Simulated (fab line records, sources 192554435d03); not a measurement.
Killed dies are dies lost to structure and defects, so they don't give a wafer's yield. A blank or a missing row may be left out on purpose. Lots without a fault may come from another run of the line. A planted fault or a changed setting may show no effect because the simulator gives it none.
Split-lot experiment | flow n5_finfet | 7 lots, 21 wafers read, on a route of 1938 steps

THE SPLIT
At N5_BEOL_M5_TRENCH_ETCH_37 (etches SiCOH lowk in C4F6/O2, target depth 71.652 nm, time 24.7 s), the setting source_w was moved away from the recipe's 345 W on 7 of the 21 wafers read, by -16.7% to +11.4%. The other wafers ran this setting at the recipe's value.

The reading is taken at the split's own step.

THE READING
rf_vpp_V, in V, at N5_BEOL_M5_TRENCH_ETCH_37 (etches SiCOH lowk in C4F6/O2, target depth 71.652 nm, time 24.7 s). Fault-free wafers of this fab line usually give 663 V, standard deviation 6.5 V.

wafer  | tool, chamber at the split | source_w as run, W | against the recipe | rf_vpp_V, V | against lot-mates on the recipe
L074.2 | rie_diel-02, 1             | 345                | recipe             | 654         | -
L074.3 | rie_diel-02, 3             | 345                | recipe             | 670         | -
L074.4 | rie_diel-02, 0             | 384.3              | +11.4%             | 625         | -37
L076.3 | rie_diel-04, 3             | 376.5              | +9.1%              | 634         | -32
L076.4 | rie_diel-04, 2             | 376.5              | +9.1%              | 630         | -36
L076.6 | rie_diel-04, 0             | 345                | recipe             | 666         | -
L080.3 | rie_diel-02, 3             | 362.4              | +5.0%              | 654         | -10
L080.4 | rie_diel-02, 1             | 345                | recipe             | 655         | -
L080.5 | rie_diel-02, 3             | 345                | recipe             | 672         | -
L085.3 | rie_diel-04, 1             | 345                | recipe             | 676         | -
L085.4 | rie_diel-04, 0             | 345                | recipe             | 665         | -
L085.5 | rie_diel-04, 3             | 345                | recipe             | 662         | -
L088.4 | rie_diel-04, 0             | 310.3              | -10.1%             | 703         | +42
L088.5 | rie_diel-04, 2             | 345                | recipe             | 661         | -
L088.6 | rie_diel-04, 1             | 310.3              | -10.1%             | 713         | +52
L093.2 | rie_diel-03, 1             | 345                | recipe             | 667         | -
L093.3 | rie_diel-03, 2             | 345                | recipe             | 659         | -
L093.5 | rie_diel-03, 1             | 287.4              | -16.7%             | 732         | +69
L091.1 | rie_diel-02, 0             | 345                | recipe             | 661         | -
L091.2 | rie_diel-02, 3             | 345                | recipe             | 669         | -
L091.6 | rie_diel-02, 1             | 345                | recipe             | 655         | -

THE FIT
A straight line over all 21 wafers: rf_vpp_V changes by -3.86 V for each +1% of source_w; r = -0.97; the points scatter about the line by 6.5 V.
The same after taking each lot's own level away (the mean of its wafers on the recipe; 21 wafers): -3.96 V for each +1%; r = -0.97; scatter 6.4 V.
On that fit, the largest move of source_w shifts the reading by 66 V.
The lots' own levels span 661.0 to 667.7 V, that is 1.0 times the standard deviation above.
So the lot-to-lot level changes the slope little: the two slopes agree.
Check: with one of the wafers moved furthest among these (-16.7%) left out of the fit, the line predicts +67.5 V for it against its lot-mates. It came out at +69 V against them.
Tool readings at the split's step, against how far the setting was moved: rf_vpp_V r = -0.97.

OTHER SPLITS ON THESE WAFERS
These wafers also went through other splits before the reading. Each is held against what the fit with the lots' levels taken away leaves over:
other split on the same wafers    | wafers away from the commonest value | r with rf_vpp_V (lot level and that fit taken away)
N5_BEOL_M5_HM_DEP_02 target_thk_a | 8                                    | +0.03
N5_BEOL_M5_VIA_ETCH_34 source_w   | 8                                    | +0.12

THE FILE'S OWN FIT
rf_vpp_V changes by -3.91 V for each +1% of source_w, r = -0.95.
